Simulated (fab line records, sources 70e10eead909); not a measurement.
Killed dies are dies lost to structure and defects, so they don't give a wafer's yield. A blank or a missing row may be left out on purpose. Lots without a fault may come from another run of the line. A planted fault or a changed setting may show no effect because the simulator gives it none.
Problem report in the 8D (eight disciplines) form, filled by code | flow nand_harc | the parts of the form that need people (team, actions taken, sign-off) are left out

1. THE PROBLEM
raw_defect_count at NHARC_A_DECK1_JOINT_INSPECT_05 reads a mean of 1080 on 2 wafers of 2 lots; wafers without a fault read 342 with a standard deviation of 120. That is +6.2 standard deviations from the usual mean.
First seen on wafer L551.6, day 16 19:01, on defect_inspect-02. The record holds 32 wafers of 12 lots with a number at this step. Rule for "out", or "out of limits": more than 4 standard deviations from the usual mean. The other wafers with a number count as sound.

2. WHAT IT IS AND WHAT IT IS NOT
question                    | is                     | is not
which readings at this step | raw_defect_count       | -
which lots                  | L551, L552             | L540, L541, L553, L554, L555, L556, L558, L559, L561, L562
which wafers of those lots  | all that have a number | -
read on which gauges        | defect_inspect-02      | defect_inspect-01
when                        | from day 16 19:01      | up to then (6 sound wafers); but 24 sound wafers of L553, L554, L555, L556, L558, L559, L561, L562 came after

3. SUSPECTS, AND WHAT RULES EACH OUT
Counting: a tool at a process step up to the reading stays a suspect if it ran every lot that is out and no sound lot after the first of them.
- the gauge at NHARC_A_DECK1_JOINT_INSPECT_05: kept. All the wafers that are out were read on defect_inspect-02, and no step on other tools shows them out.
- har_etch-02 at NHARC_A_CHANNEL_HOLE_D1_ETCH_26 (etches the open film in C4F8/O2/Ar, time 224.1 s, target depth 300 nm): ruled out as a lasting fault. Sound lots L553, L555, L558, L559 ran on it after its first lot that is out, L551 (day 13 06:47).
- rie_diel-11 at NHARC_A_CHANNEL_HOLE_D1_ETCH_44 (etches the open film in CF4/O2, target depth 140 nm, overetch 14 nm, time 77 s): ruled out as a lasting fault. Sound lots L553, L554, L556, L559, L561, L562 ran on it after its first lot that is out, L551 (day 13 08:08).
- pecvd-02 at NHARC_A_DECK1_JOINT_DEP_16 (deposits SiO2, target thk 45 nm): ruled out as a lasting fault. Sound lots L561, L562 ran on it after its first lot that is out, L551 (day 16 18:49).
Left after counting: defect_inspect-02 at NHARC_A_DECK1_JOINT_INSPECT_05.

4. THE CAUSE (what the simulator had put in)
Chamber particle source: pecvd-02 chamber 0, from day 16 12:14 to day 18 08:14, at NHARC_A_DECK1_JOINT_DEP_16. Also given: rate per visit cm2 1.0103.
Counting ruled it out, wrongly: the rule takes a fault to strike every lot that its tool runs from its start on, and this one did not.

5. THE CHAIN OF EFFECTS, in route order
Each row: a reading whose mean over the struck wafers that have a number lies more than 3 standard deviations from the usual. Only readings for which the record gives a usual standard deviation are gone through. hours: the time from each lot's start at the first step in this table that gives one to its start at this step, as a median over the lots. sigmas: the change in usual standard deviations.
hours | step                           | reading          | usual | on struck wafers | change | sigmas
0     | NHARC_A_DECK1_JOINT_INSPECT_05 | raw_defect_count | 342   | 1080             | +738   | +6.2
Later measuring or inspecting steps at which every struck wafer that the step has a row for has a number for every such reading, and none has moved that far: NHARC_A_ONON_D2_THK_MEAS_18, NHARC_END_SORT_01.

6. WHAT WOULD HAVE CAUGHT IT SOONER
In this record the first reading out of limits at a measuring or inspecting step was taken at day 16 19:01, 7 hours after the fault began at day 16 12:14.
Of the tool readings at NHARC_A_DECK1_JOINT_DEP_16 for which the record gives a usual standard deviation, none was out on any struck wafer, so an alarm limit of 4 standard deviations on them would not have fired.
